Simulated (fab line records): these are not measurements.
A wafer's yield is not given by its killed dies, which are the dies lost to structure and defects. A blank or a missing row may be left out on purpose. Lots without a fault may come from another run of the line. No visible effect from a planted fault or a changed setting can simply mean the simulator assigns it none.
Chamber matching / flow n5 finfet / N5_BEOL_M3_ALD_98 on ald sin-01 has 4 sister chambers
The step deposits SiO2, target thk 2.5 nm, pulse time 1 s, co reactant pulse time 1 s. 16 wafers are shown with their chamber, then 8 later ones without.

WAFERS WITH THEIR CHAMBER
wafer=L075.1; chamber=0; heater power w (W)=66; precursor pulse height rel=0.977
wafer=L075.2; chamber=1; heater power w (W)=78; precursor pulse height rel=0.995
wafer=L075.6; chamber=1; heater power w (W)=80; precursor pulse height rel=0.997
wafer=L077.1; chamber=2; heater power w (W)=73; precursor pulse height rel=1.008
wafer=L077.3; chamber=0; heater power w (W)=66; precursor pulse height rel=0.993
wafer=L077.6; chamber=3; heater power w (W)=76; precursor pulse height rel=1.002
wafer=L080.3; chamber=2; heater power w (W)=72; precursor pulse height rel=0.995
wafer=L080.4; chamber=0; heater power w (W)=68; precursor pulse height rel=0.991
wafer=L080.5; chamber=3; heater power w (W)=74; precursor pulse height rel=1.047
wafer=L082.2; chamber=2; heater power w (W)=74; precursor pulse height rel=0.981
wafer=L082.5; chamber=1; heater power w (W)=78; precursor pulse height rel=1.006
wafer=L082.6; chamber=2; heater power w (W)=72; precursor pulse height rel=0.978
wafer=L088.2; chamber=3; heater power w (W)=76; precursor pulse height rel=1.008
wafer=L088.3; chamber=0; heater power w (W)=68; precursor pulse height rel=0.993
wafer=L088.6; chamber=1; heater power w (W)=77; precursor pulse height rel=0.997
wafer=L087.2; chamber=3; heater power w (W)=75; precursor pulse height rel=0.987

SIGNATURES (averages over the wafers above)
reading=heater power w; chamber 0=67.00; chamber 1=78.25; chamber 2=72.75; chamber 3=75.25; scatter within a chamber=1.09
reading=precursor pulse height rel; chamber 0=0.98850; chamber 1=0.99875; chamber 2=0.99050; chamber 3=1.01100; scatter within a chamber=0.0152
Rule: for a wafer and a chamber, the distance is found by dividing, reading by reading, the gap between the wafer's reading and the chamber's mean by the reading's scatter, squaring, summing and taking the root. If the next closest chamber is less than 2 further off than the closest, the wafer can't be placed; otherwise it belongs to the closest. The scatter: the root of (the sum of the squares of (reading less its chamber's mean) over the shown wafers, divided by (wafers less chambers)).

WAFERS WITH NO CHAMBER GIVEN
wafer=L087.4; heater power w (W)=79; precursor pulse height rel=0.999
wafer=L087.5; heater power w (W)=75; precursor pulse height rel=0.995
wafer=L085.3; heater power w (W)=78; precursor pulse height rel=1.017
wafer=L085.4; heater power w (W)=67; precursor pulse height rel=1.007
wafer=L085.5; heater power w (W)=67; precursor pulse height rel=0.990
wafer=L089.1; heater power w (W)=67; precursor pulse height rel=1.001
wafer=L089.3; heater power w (W)=80; precursor pulse height rel=0.979
wafer=L089.4; heater power w (W)=74; precursor pulse height rel=0.956

EACH ONE'S CHAMBER
wafer=L087.4; from the rows above=1; in truth=1
wafer=L087.5; from the rows above=can't be placed: 3 or 2 or 1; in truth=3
wafer=L085.3; from the rows above=can't be placed: 1 or 3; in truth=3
wafer=L085.4; from the rows above=0; in truth=0
wafer=L085.5; from the rows above=0; in truth=0
wafer=L089.1; from the rows above=0; in truth=0
wafer=L089.3; from the rows above=1; in truth=1
wafer=L089.4; from the rows above=can't be placed: 2 or 3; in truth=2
Correct placement for 5 of the 8. These rows do not allow placing 3 (true chamber among the candidates in 3). 0 placed wrongly.
